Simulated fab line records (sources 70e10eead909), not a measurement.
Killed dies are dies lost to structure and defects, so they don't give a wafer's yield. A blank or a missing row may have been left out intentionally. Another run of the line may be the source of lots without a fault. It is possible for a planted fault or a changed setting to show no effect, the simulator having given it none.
Comparing a struck lot with a sound one + flow nand harc + 38 steps out of a route of 1302
Sound: the wafers L628.2, L628.4, L628.6. Wafers L618.2, L618.4, L618.6 were the ones struck. The cause is named last.
Per side, at each step with rows, come the tool, then ch with its chambers, and then its first start. Under that, the readings that differ: sound wafers + struck wafers + difference of the means + sigmas: that difference in standard deviations of wafers without a fault.
alike: a reading whose means differ by less than 2 such deviations, as well as words and numbers matching on both sides. not compared: withheld readings; readings where some wafer has no value; bounds like >300 that might hide an equal value; numbers whose values overlap and for which the record gives no deviation.
The two part at a step that has a row with sigmas, a row that says differs or no value, or rows on one side only. Numbers that have no deviation but don't overlap get no sigmas and don't part them. Lack of a reading on every wafer of one side parts them only where that side has two or more wafers.

NHARC_A_SLIT_ETCH_26: etches the open film in C4F8/O2/Ar, time 90 s, target depth 400 nm.
  sound on har etch-01 ch 0,1, day 26 01:20; struck on har etch-01 ch 0,1, day 21 04:23
  alike: drypump motor current A, oes air line au, showerhead plenum p Torr, throttle valve pct
  not compared: rf hours counter h
then, 5 steps without rows for these wafers: NHARC_A_SLIT_STRIP_28 (strips in O2/COS); NHARC_A_SLIT_ETCH_29 (etches the open film in CF4/O2, target depth 100 nm, overetch 10 nm, time 55 s); NHARC_A_SLIT_STRIP_18 (strips in O2); NHARC_A_SLIT_PRECLEAN_19 (cleans in SC1); NHARC_A_SLIT_SRD_20.
NHARC_A_SLIT_CD_MEAS_21:
  sound on cd sem-02, day 26 02:44; struck on cd sem-01, day 21 05:47
  alike: cd nm
then, 3 steps without rows for these wafers: NHARC_A_SIN_REMOVE_WET_00 (chemistry H3PO4, time 15300 s); NHARC_A_SIN_REMOVE_PRECLEAN_01 (cleans in SC1); NHARC_A_SIN_REMOVE_SRD_02.
NHARC_A_SIN_REMOVE_INSPECT_04:
  sound on defect inspect-01, day 26 11:53; struck on defect inspect-02, day 21 11:51
  alike: raw defect count
NHARC_A_WL_FILL_ALD_00: deposits Al2O3, target thk 3 nm, pulse time 3 s, ald cycles 30.
  sound on ald hk-01 ch 1,3, day 26 11:58; struck on ald hk-01 ch 2,3, day 21 11:57
  no value came back on the struck wafers for ald cycles, heater power outer w (W), heater power w (W), precursor pulse height rel; on the sound wafers ald cycles reads 30 30 30
then, 1 step without rows for these wafers: NHARC_A_WL_FILL_RTA_01 (time 5 s).
NHARC_A_WL_FILL_ALD_02: deposits TiN, target thk 2 nm, pulse time 3 s, ald cycles 100.
  sound on ald metal-03 ch 1,3, day 26 12:29; struck on ald metal-02 ch 1,3, day 21 12:34
  alike: heater power outer w, heater power w, precursor pulse height rel
NHARC_A_WL_FILL_CVD_03: deposits W, target thk 40 nm, time 279 s.
  sound on cvd w-02 ch 0,1, day 26 12:53; struck on cvd w-01 ch 0,1, day 21 13:00
  alike: heater power outer w, heater power w, mfc h2 sccm, mfc wf6 sccm, throttle valve pct
then, 1 step without rows for these wafers: NHARC_A_WL_FILL_ETCHBACK_04 (etches the open film in NF3, target depth 60 nm, time 120 s).
NHARC_A_WL_FILL_ETCHBACK_05: etches the open film in Cl2/BCl3, target depth 22 nm, time 60 s.
  sound on rie metal-01 ch 0,1, day 26 13:31; struck on rie metal-03 ch 0,1, day 21 13:38
| reading               | sound             | struck            | difference | sigmas |
|-----------------------|-------------------|-------------------|------------|--------|
| oes product au (a.u.) | 0.997 0.990 0.993 | 1.037 1.006 1.028 | +0.030     | +2     |
  alike: drypump motor current A
  not compared: rf hours counter h
then, 6 steps without rows for these wafers: NHARC_A_WL_FILL_STRIP_27 (strips in N2/H2, time 20 s); NHARC_A_WL_FILL_STRIP_28 (strips in post etch residue remover, time 1200 s); NHARC_A_WL_FILL_PRECLEAN_06 (cleans in DIW, time 300 s); NHARC_A_WL_FILL_SRD_07; NHARC_A_WL_FILL_ANNEAL_08 (time 1800 s); NHARC_A_WL_FILL_ALD_10 (deposits SiO2, target thk 50 nm, pulse time 10 s, ald cycles 500).
NHARC_A_WL_FILL_ETCHBACK_16: etches the open film in C4F8/O2/Ar, target depth 120 nm, time 24 s.
  sound on rie diel-04 ch 1,2,3; struck on rie diel-02 ch 0,1,3
  alike: oes product au, rf vpp V
  not compared: rf hours counter h
then, 12 steps without rows for these wafers: NHARC_A_WL_FILL_STRIP_29 (strips in O2, time 20 s); NHARC_A_WL_FILL_ETCHBACK_17 (etches the open film in Cl2/BCl3, target depth 4 nm, time 26.7 s); NHARC_A_WL_FILL_PRECLEAN_18 (cleans in dHF, time 30 s); NHARC_A_WL_FILL_SRD_21; NHARC_A_WL_FILL_CVD_23 (deposits poly-Si, target thk 40 nm, time 800 s); NHARC_A_WL_FILL_ETCHBACK_26 (etches the open film in HBr, target depth 52 nm, time 13.3 s); NHARC_A_WL_FILL_PRECLEAN_30 (cleans in dHF, time 10 s); NHARC_A_WL_FILL_SRD_14; NHARC_A_WL_FILL_ALD_19 (deposits TiN, target thk 2 nm, pulse time 3 s, ald cycles 100); NHARC_A_WL_FILL_CVD_20 (deposits W, target thk 100 nm, time 74 s); NHARC_A_WL_FILL_CMP_12 (polishes, t overpolish 30 s, target thk 100 nm); NHARC_A_WL_FILL_SRD_31.
-- jump in the record: it breaks off in module A_WL_FILL and resumes in module END (first step shown: number 1301 of the route), and 4 days separate the struck wafers' starts before and after --
NHARC_END_WLT_00:
  sound on prober-02, day 30 23:36; struck on prober-02, day 26 01:32
| reading                           | sound             | struck            | difference | sigmas      |
|-----------------------------------|-------------------|-------------------|------------|-------------|
| VT_DECK1_BOTTOM                   | 0.869 0.881 0.869 | 6.071 5.974 5.982 | +5.136     | +99 or more |
| VT_DECK1_BOTTOM_INNER             | 0.873 0.875 0.879 | 6.023 6.025 5.971 | +5.131     | +99 or more |
| VT_DECK1_MEDIAN_NEAR_BOTTOM       | 0.867 0.878 0.880 | 5.986 6.035 5.973 | +5.123     | +99 or more |
| VT_DECK1_MEDIAN_NEAR_BOTTOM_INNER | 0.872 0.869 0.873 | 6.001 6.026 5.970 | +5.128     | +99 or more |
| VT_DECK1_MIDDLE                   | 0.884 0.888 0.888 | 6.023 5.965 6.058 | +5.129     | +99 or more |
| VT_DECK1_MIDDLE_INNER             | 0.886 0.887 0.885 | 6.009 5.960 6.033 | +5.115     | +99 or more |
| VT_DECK1_TOP                      | 0.903 0.901 0.898 | 6.031 5.997 6.018 | +5.115     | +99 or more |
| VT_DECK1_TOP_INNER                | 0.908 0.893 0.897 | 6.022 6.001 5.986 | +5.104     | +99 or more |
| VT_DECK2_BOTTOM                   | 0.868 0.869 0.874 | 6.006 6.023 6.007 | +5.142     | +99 or more |
| VT_DECK2_BOTTOM_INNER             | 0.872 0.869 0.874 | 6.014 6.015 6.003 | +5.139     | +99 or more |
| VT_DECK2_MEDIAN_NEAR_BOTTOM       | 0.878 0.872 0.869 | 6.012 5.972 6.017 | +5.127     | +99 or more |
| VT_DECK2_MEDIAN_NEAR_BOTTOM_INNER | 0.872 0.876 0.879 | 5.972 5.974 6.003 | +5.107     | +99 or more |
| VT_DECK2_MIDDLE                   | 0.879 0.875 0.885 | 5.989 6.036 6.003 | +5.130     | +99 or more |
| VT_DECK2_MIDDLE_INNER             | 0.881 0.873 0.882 | 6.011 5.985 6.003 | +5.121     | +99 or more |
| VT_DECK2_TOP                      | 0.904 0.889 0.895 | 6.005 5.929 6.038 | +5.095     | +99 or more |
| VT_DECK2_TOP_INNER                | 0.901 0.895 0.889 | 6.026 6.034 6.012 | +5.129     | +99 or more |
  not compared: hold
NHARC_END_SORT_01:
  the record has rows for the sound wafers here (prober-02 ch 0, day 31 02:55) and none for the struck ones

## WHERE THEY PART
Last at NHARC_END_SORT_01 as far as this record goes, first at NHARC_A_WL_FILL_ALD_00.

WHY: what the simulator had put in
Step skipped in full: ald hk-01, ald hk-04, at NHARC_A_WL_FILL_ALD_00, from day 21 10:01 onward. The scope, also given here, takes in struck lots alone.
